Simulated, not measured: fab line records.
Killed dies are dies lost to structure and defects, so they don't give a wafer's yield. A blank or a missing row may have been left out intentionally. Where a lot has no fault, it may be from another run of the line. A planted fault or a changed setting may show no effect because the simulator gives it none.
Chamber matching	flow n5 finfet	N5_BEOL_M9_DESCUM_33 on rie diel-06: 3 sister chambers
The step chemistry O2, time 7 s. 16 wafers are shown with their chamber, then 4 later ones without.

## WAFERS PAIRED WITH THEIR CHAMBERS
wafer	chamber	drypump motor current A (A)	showerhead plenum p Torr (Torr)	throttle valve pct (%)
L736.1	3	5.8	2.14	19.98
L736.2	2	5.2	2.11	20.64
L736.5	2	5.2	2.11	20.64
L738.3	2	5.2	2.11	20.65
L738.4	0	5.8	2.16	20.55
L738.6	0	5.8	2.16	20.53
L741.2	0	5.7	2.16	20.55
L741.4	2	5.2	2.11	20.66
L741.6	2	5.2	2.11	20.67
L749.2	3	5.8	2.13	20.02
L749.3	0	5.8	2.15	20.16
L749.6	0	5.7	2.15	20.18
L752.1	2	5.2	2.10	20.69
L752.2	3	5.8	2.13	20.02
L752.6	2	5.2	2.10	20.69
L751.2	3	5.8	2.12	20.03

SIGNATURES, as means of the wafers listed above
reading	chamber 0	chamber 2	chamber 3	scatter within a chamber
drypump motor current A	5.760	5.200	5.800	0.0304
showerhead plenum p Torr	2.1560	2.1071	2.1300	0.00597
throttle valve pct	20.3940	20.6629	20.0125	0.115
Rule: distance of a wafer from a chamber = root of the sum over the readings of ((wafer's reading minus chamber's mean) / reading's scatter) squared. The wafer belongs to the nearest chamber; if the next one is less than 2 further off, it can't be placed. The scatter: take each reading less its chamber's mean, square it, sum over the shown wafers, divide by the number of wafers less the number of chambers, and take the root.

## WAFERS WITHOUT THEIR CHAMBER
wafer	drypump motor current A (A)	showerhead plenum p Torr (Torr)	throttle valve pct (%)
L751.3	5.7	2.15	20.18
L754.4	5.7	2.15	20.18
L754.6	5.8	2.15	20.18
L756.5	5.2	2.10	20.73

## EACH ONE'S CHAMBER
wafer	from the rows above	in truth
L751.3	0	0
L754.4	0	0
L754.6	can't be placed: 0 or 3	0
L756.5	2	2
Correct placement for 3 of the 4. Not placeable from these rows: 1 (in 1, the candidates include the true chamber). Wrongly placed: 0.
